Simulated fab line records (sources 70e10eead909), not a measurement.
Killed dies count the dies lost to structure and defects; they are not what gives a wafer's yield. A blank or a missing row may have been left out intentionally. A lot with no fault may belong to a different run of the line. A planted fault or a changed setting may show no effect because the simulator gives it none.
Chamber matching :: flow nand harc :: NHARC_A_M0_CMP_23 on cmp-01 has 4 sister chambers
The step polishes, t overpolish 20 s, target thk 113.75 nm. 4 wafers are shown with their chamber, then 7 later ones without.

## WAFERS WITH THEIR CHAMBER
wafer: L470.5
chamber: 0
motor current A (A): 12.3

wafer: L474.6
chamber: 3
motor current A (A): 11.6

wafer: L475.6
chamber: 1
motor current A (A): 10.8

wafer: L478.1
chamber: 2
motor current A (A): 10.9

## WAFERS WITH NO CHAMBER GIVEN
wafer: L478.5
motor current A (A): 12.7

wafer: L485.2
motor current A (A): 11.7

wafer: L485.3
motor current A (A): 10.8

wafer: L485.5
motor current A (A): 11.9

wafer: L486.3
motor current A (A): 10.2

wafer: L486.4
motor current A (A): 10.5

wafer: L486.5
motor current A (A): 11.5

## EACH ONE'S CHAMBER
wafer: L478.5
from the rows above: 0
in truth: 0

wafer: L485.2
from the rows above: can't be placed: 3 or 0
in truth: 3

wafer: L485.3
from the rows above: can't be placed: 1 or 2
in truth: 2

wafer: L485.5
from the rows above: can't be placed: 3 or 0
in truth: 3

wafer: L486.3
from the rows above: can't be placed: 1 or 2
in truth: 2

wafer: L486.4
from the rows above: can't be placed: 1 or 2
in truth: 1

wafer: L486.5
from the rows above: can't be placed: 3 or 2 or 1
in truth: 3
Correct placement for 1 of the 7. Can't be placed from these rows: 6 (the true chamber is among the candidates in 6). Placed wrongly: 0.
How it was worked out, from the rows above alone: a wafer's distance from a chamber is the root of the sum, over the readings, of the square of ((its reading less the chamber's mean) divided by the reading's scatter). The wafer belongs to the nearest chamber; if the next one is less than 2 further off, it can't be placed. The mean given for a chamber averages the wafers shown for that chamber. The scatter (one wafer shown for each chamber): square how far every hidden wafer sits from the nearest shown wafer, average those squares and take the square root.
